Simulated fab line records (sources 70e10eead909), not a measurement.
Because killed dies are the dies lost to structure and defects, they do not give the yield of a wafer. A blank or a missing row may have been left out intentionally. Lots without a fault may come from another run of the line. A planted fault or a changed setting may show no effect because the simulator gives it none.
Chamber matching | flow nand harc | NHARC_A_STAIRCASE_STRIP_476 on rie diel-01 has 4 sister chambers
The step strips in O2, time 20 s. 4 wafers are shown with their chamber, then 12 later ones without.

## WAFERS PAIRED WITH THEIR CHAMBERS
wafer  | chamber | showerhead plenum p Torr (Torr)
L087.1 | 1       | 3.33
L087.3 | 0       | 3.66
L087.5 | 2       | 3.57
L087.6 | 3       | 3.67

## WAFERS MISSING THEIR CHAMBER
wafer  | showerhead plenum p Torr (Torr)
L088.3 | 3.66
L088.4 | 3.57
L088.5 | 3.57
L085.1 | 3.67
L085.3 | 3.33
L085.6 | 3.66
L090.1 | 3.66
L090.3 | 3.67
L090.6 | 3.33
L092.2 | 3.66
L092.3 | 3.67
L092.6 | 3.56

## EACH ONE'S CHAMBER
wafer  | from the rows above | in truth
L088.3 | 0                   | 0
L088.4 | 2                   | 2
L088.5 | 2                   | 2
L085.1 | 3                   | 3
L085.3 | 1                   | 1
L085.6 | 0                   | 0
L090.1 | 0                   | 0
L090.3 | 3                   | 3
L090.6 | 1                   | 1
L092.2 | 0                   | 0
L092.3 | 3                   | 3
L092.6 | 2                   | 2
Placed correctly: 12 of 12. Can't be placed from these rows: 0. 0 placed wrongly.
How it was worked out, from the rows above alone: a wafer's distance from a chamber is the root of the sum, over the readings, of the square of ((its reading less the chamber's mean) divided by the reading's scatter). If the next closest chamber is less than 2 further off than the closest, the wafer can't be placed; otherwise it belongs to the closest. A chamber's mean is the mean of its shown wafers. The scatter: with one shown wafer a chamber, the root of the mean of the squares of how far each hidden wafer lies from its nearest shown one.
